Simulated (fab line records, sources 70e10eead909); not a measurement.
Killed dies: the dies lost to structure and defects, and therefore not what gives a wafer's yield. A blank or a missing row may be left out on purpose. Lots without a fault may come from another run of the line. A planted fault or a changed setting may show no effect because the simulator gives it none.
Which tool did it?	flow nand_harc	36 wafers from 12 lots sampled at 5 of the route's 1159 steps

## WHAT THE GAUGES SHOWED, per wafer
NHARC_END_SORT_01. Usual: defect_limited_yield 95.2 %, standard deviation 1.6; killed_at_array 28, standard deviation 11; killed_at_other 0.8, standard deviation 1.3; killed_at_periphery 3.6, standard deviation 2.5; killed_dies 32, standard deviation 11; killed_open 3.0, standard deviation 1.8; killed_short 2.0, standard deviation 1.5; sort_bin_2_pct 1.5 %, standard deviation 0.66; sort_bin_3_pct 0.25 %, standard deviation 0.23; sort_bin_4_pct 3.0 %, standard deviation 1.1; sort_n_pass 645, standard deviation 11; sort_rim_yield_pct 96.0 %, standard deviation 2.9; sort_yield_pct 95.2 %, standard deviation 1.6.
lot	measured	on	defect_limited_yield (%)	killed_at_array	killed_at_other	killed_at_periphery	killed_dies	killed_open	killed_short	sort_bin_2_pct (%)	sort_bin_3_pct (%)	sort_bin_4_pct (%)	sort_n_pass	sort_rim_yield_pct (%)	sort_yield_pct (%)	flag
L138	day 21 05:14	prober-01	95.0 94.2 95.6	29 34 28	2 1 0	3 4 2	34 39 30	1 4 5	4 2 0	0.9 1.6 1.2	0.44 0 0.44	3.7 4.1 2.8	643 638 647	94.3 92.5 97.2	95.0 94.2 95.6	
L146	day 22 21:02	prober-02	97.2 94.8 96.3	15 32 22	0 0 1	4 3 2	19 35 25	2 5 3	1 5 1	0.3 2.4 1.6	0.15 0.30 0.15	2.4 2.5 1.9	658 642 652	92.5 97.2 92.5	97.2 94.8 96.3	
L152	day 23 19:52	prober-01	93.2 94.8 94.2	41 33 36	2 1 2	3 1 1	46 35 39	2 1 0	2 2 2	1.9 1.9 2.1	0.89 0 0.30	4.0 3.2 3.4	631 642 638	96.2 98.1 96.2	93.2 94.8 94.2	

## WHICH TOOL RAN EACH LOT (tool, then ch and the chambers of the sampled wafers, then the start)
lot	NHARC_THIN_TSV_ETCH_15	NHARC_THIN_TSV_CMP_21	NHARC_THIN_TSV_ETCH_59	NHARC_THIN_TSV_ETCH_36
L133	rie_si-04 ch 0,1,2, day 19 16:37	cmp-01 ch 0,3, day 19 20:16	rie_metal-01 ch 0,1, day 19 22:09	rie_metal-01 ch 0,1, day 19 22:25
L132	rie_si-01 ch 0,2,3, day 19 19:07	cmp-01 ch 0,3, day 19 22:41	rie_metal-01 ch 0,1, day 20 00:37	rie_metal-01 ch 0,1, day 20 00:51
L136	rie_si-06 ch 0,1,3, day 19 20:33	cmp-01 ch 0,2,3, day 20 00:25	rie_metal-02 ch 0,1, day 20 02:13	rie_metal-02 ch 0,1, day 20 02:29
L134	rie_si-01 ch 0,3, day 19 22:07	cmp-01 ch 2,3, day 20 01:39	rie_metal-02 ch 0,1, day 20 03:25	rie_metal-02 ch 0,1, day 20 03:41
L135	rie_si-06 ch 0,3, day 19 23:51	cmp-02 ch 0,1,2, day 20 03:40	rie_metal-01 ch 0,1, day 20 05:37	rie_metal-01 ch 0,1, day 20 05:49
L137	rie_si-01 ch 0,3, day 20 01:05	cmp-01 ch 0,2,3, day 20 04:47	rie_metal-03 ch 0,1, day 20 06:40	rie_metal-03 ch 0,1, day 20 06:56
L138	rie_si-06 ch 0,3, day 20 05:40	cmp-04 ch 2,3, day 20 09:19	rie_metal-02 ch 0,1, day 20 11:04	rie_metal-02 ch 0,1, day 20 11:20
L141	rie_si-04 ch 1,3, day 20 14:04	cmp-02 ch 1,2, day 20 17:38	rie_metal-03 ch 0,1, day 20 19:31	rie_metal-03 ch 0,1, day 20 19:43
L146	rie_si-06 ch 0,1,3, day 22 03:30	cmp-04 ch 0,2,3, day 22 07:01	rie_metal-02 ch 0,1, day 22 08:51	rie_metal-02 ch 0,1, day 22 09:07
L149	rie_si-01 ch 0,1,3, day 22 14:13	cmp-01 ch 0,2,3, day 22 17:43	rie_metal-01 ch 0,1, day 22 19:35	rie_metal-01 ch 0,1, day 22 19:51
L152	rie_si-06 ch 0,3, day 23 05:23	cmp-02 ch 0,2,3, day 23 08:56	rie_metal-03 ch 0,1, day 23 10:50	rie_metal-03 ch 0,1, day 23 11:04
L153	rie_si-01 ch 2,3, day 24 11:46	cmp-01 ch 0,2,3, day 24 15:16	rie_metal-01 ch 0,1, day 24 17:39	rie_metal-01 ch 0,1, day 24 17:52
- NHARC_THIN_TSV_ETCH_15: target depth 3000 nm, bosch target overetch cycles 2, bosch etch step 2.8 s.
- NHARC_THIN_TSV_CMP_21: polishes, t overpolish 30 s, target thk 2000 nm.
- NHARC_THIN_TSV_ETCH_59: etches the open film in Cl2/BCl3, target depth 880 nm, time 138.1 s.
- NHARC_THIN_TSV_ETCH_36: etches the open film in Cl2/BCl3, target depth 65 nm, time 18.571 s.

## WHAT THE TOOLS THEMSELVES READ (means of the sampled wafers that have a number; where no wafer has one, the mark that the record gives instead)
NHARC_THIN_TSV_ETCH_15. Usual: 5.8 A for drypump_motor_current_A, sd 0.55.
lot	tool	drypump_motor_current_A (A)	flag
L133	rie_si-04	5.5	
L132	rie_si-01	5.7	
L136	rie_si-06	6.1	
L134	rie_si-01	5.9	
L135	rie_si-06	6.2	
L137	rie_si-01	5.4	
L138	rie_si-06	6.5	
L141	rie_si-04	5.6	
L146	rie_si-06	6.1	
L149	rie_si-01	5.8	
L152	rie_si-06	6.5	
L153	rie_si-01	5.2	

NHARC_THIN_TSV_CMP_21. Usual: motor_current_A 11.9 A, standard deviation 1.2; overpolish_run_s 30.000 s, standard deviation 0.0089.
lot	tool	motor_current_A (A)	overpolish_run_s (s)	flag
L133	cmp-01	11.6	30.003	
L132	cmp-01	11.6	30.002	
L136	cmp-01	11.8	30.012	
L134	cmp-01	13.3	30.011	
L135	cmp-02	11.8	30.001	
L137	cmp-01	12.4	30.002	
L138	cmp-04	11.0	30.002	
L141	cmp-02	12.0	30.000	
L146	cmp-04	11.7	30.002	
L149	cmp-01	12.0	30.001	
L152	cmp-02	11.6	29.997	
L153	cmp-01	12.2	29.995	

NHARC_THIN_TSV_ETCH_59. Usual: bcl3_flow_sccm 30.01 sccm, standard deviation 0.096; drypump_motor_current_A 5.5 A, standard deviation 0.37; oes_product_au 1.001 a.u., standard deviation 0.0069; run_length_s 159.3 s, standard deviation 0.55; throttle_valve_pct 22.266 %, standard deviation 0.0099.
lot	tool	bcl3_flow_sccm (sccm)	drypump_motor_current_A (A)	oes_product_au (a.u.)	run_length_s (s)	throttle_valve_pct (%)	flag
L133	rie_metal-01	30.10	5.1	0.998	159.3	22.264	
L132	rie_metal-01	30.11	5.2	1.006	159.2	22.264	
L136	rie_metal-02	29.96	5.6	1.006	159.1	22.267	
L134	rie_metal-02	29.93	5.9	1.001	159.8	22.265	
L135	rie_metal-01	30.10	5.2	1.000	159.2	22.270	
L137	rie_metal-03	30.07	5.3	0.999	159.4	22.264	
L138	rie_metal-02	29.99	5.6	0.992	159.3	22.270	
L141	rie_metal-03	30.06	5.3	1.004	159.4	22.261	
L146	rie_metal-02	30.00	5.9	1.003	159.6	22.264	
L149	rie_metal-01	30.02	5.1	1.002	159.2	22.278	
L152	rie_metal-03	30.02	5.3	1.004	159.2	22.266	
L153	rie_metal-01	29.93	5.2	1.005	159.2	22.268	

NHARC_THIN_TSV_ETCH_36. Usual: drypump_motor_current_A 5.5 A, standard deviation 0.37; oes_product_au 1.001 a.u., standard deviation 0.0065; run_length_s 39.7 s, standard deviation 0.53.
lot	tool	drypump_motor_current_A (A)	oes_product_au (a.u.)	run_length_s (s)	flag
L133	rie_metal-01	5.2	0.995	39.6	
L132	rie_metal-01	5.1	1.005	39.7	
L136	rie_metal-02	5.9	0.999	40.2	
L134	rie_metal-02	5.9	0.993	40.0	
L135	rie_metal-01	5.1	1.004	39.5	
L137	rie_metal-03	5.4	0.997	39.7	
L138	rie_metal-02	5.6	1.003	39.7	
L141	rie_metal-03	5.4	1.002	39.7	
L146	rie_metal-02	5.9	0.996	38.2	
L149	rie_metal-01	5.2	1.000	39.7	
L152	rie_metal-03	5.4	1.000	40.0	
L153	rie_metal-01	5.2	0.999	39.7	

## THE ANSWER, worked out from the rows above alone
Rule: take the mean of a lot's wafers that have a number; if it is more than 3 standard deviations from the usual mean, the lot is off. Also off: a lot with no number at a reading for which 4 or more lots have one. Any other lot the step has rows for is counted as sound. After the gauges, taken in route order, come the tools' own readings; for these a lot's mean is taken, as printed above. The first step at which some lot is off is used, and at that step the reading that is off furthest; a lot without a number counts as furthest.
No lot is off on any of the readings shown, so nothing can be concluded from this.

## WHAT THE SIMULATOR PUT IN
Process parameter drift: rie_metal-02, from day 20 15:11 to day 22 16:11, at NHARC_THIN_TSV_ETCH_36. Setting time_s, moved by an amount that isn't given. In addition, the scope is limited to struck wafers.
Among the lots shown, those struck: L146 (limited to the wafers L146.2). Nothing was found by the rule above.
